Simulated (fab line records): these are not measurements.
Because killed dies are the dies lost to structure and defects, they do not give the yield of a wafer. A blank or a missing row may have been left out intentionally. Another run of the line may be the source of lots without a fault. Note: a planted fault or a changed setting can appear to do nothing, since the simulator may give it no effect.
Matching of chambers | flow nandHarc | NHARC_A_STAIRCASE_ETCH_271 on rieDiel-07 has 4 sister chambers
The step etches the open film in CF4/CHF3. 4 wafers are shown with their chamber, then 10 later ones without.

## WAFERS PAIRED WITH THEIR CHAMBERS
wafer  | chamber | drypumpMotorCurrentA (A)
L080.5 | 3       | 5.0
L087.6 | 0       | 6.2
L090.1 | 2       | 5.4
L090.2 | 1       | 6.1

## WAFERS MISSING THEIR CHAMBER
wafer  | drypumpMotorCurrentA (A)
L090.3 | 6.3
L091.3 | 6.3
L091.5 | 6.1
L091.6 | 6.3
L093.4 | 6.1
L093.5 | 6.2
L093.6 | 6.1
L097.1 | 5.0
L097.3 | 6.1
L097.4 | 6.3

## CHAMBER TAKEN BY EACH
wafer  | from the rows above     | in truth
L090.3 | can't be placed: 0 or 1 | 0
L091.3 | can't be placed: 0 or 1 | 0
L091.5 | can't be placed: 1 or 0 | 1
L091.6 | can't be placed: 0 or 1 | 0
L093.4 | can't be placed: 1 or 0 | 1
L093.5 | can't be placed: 0 or 1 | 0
L093.6 | can't be placed: 1 or 0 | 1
L097.1 | 3                       | 3
L097.3 | can't be placed: 1 or 0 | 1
L097.4 | can't be placed: 0 or 1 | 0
1 of 10 placed correctly. These rows do not allow placing 9 (true chamber among the candidates in 9). Number placed wrongly: 0.
How it was worked out, from the rows above alone: a wafer's distance from a chamber is the root of the sum, over the readings, of the square of ((its reading less the chamber's mean) divided by the reading's scatter). If the next closest chamber is less than 2 further off than the closest, the wafer can't be placed; otherwise it belongs to the closest. For every chamber, the mean is computed from those of its wafers that are shown. The scatter: with one shown wafer a chamber, the root of the mean of the squares of how far each hidden wafer lies from its nearest shown one.
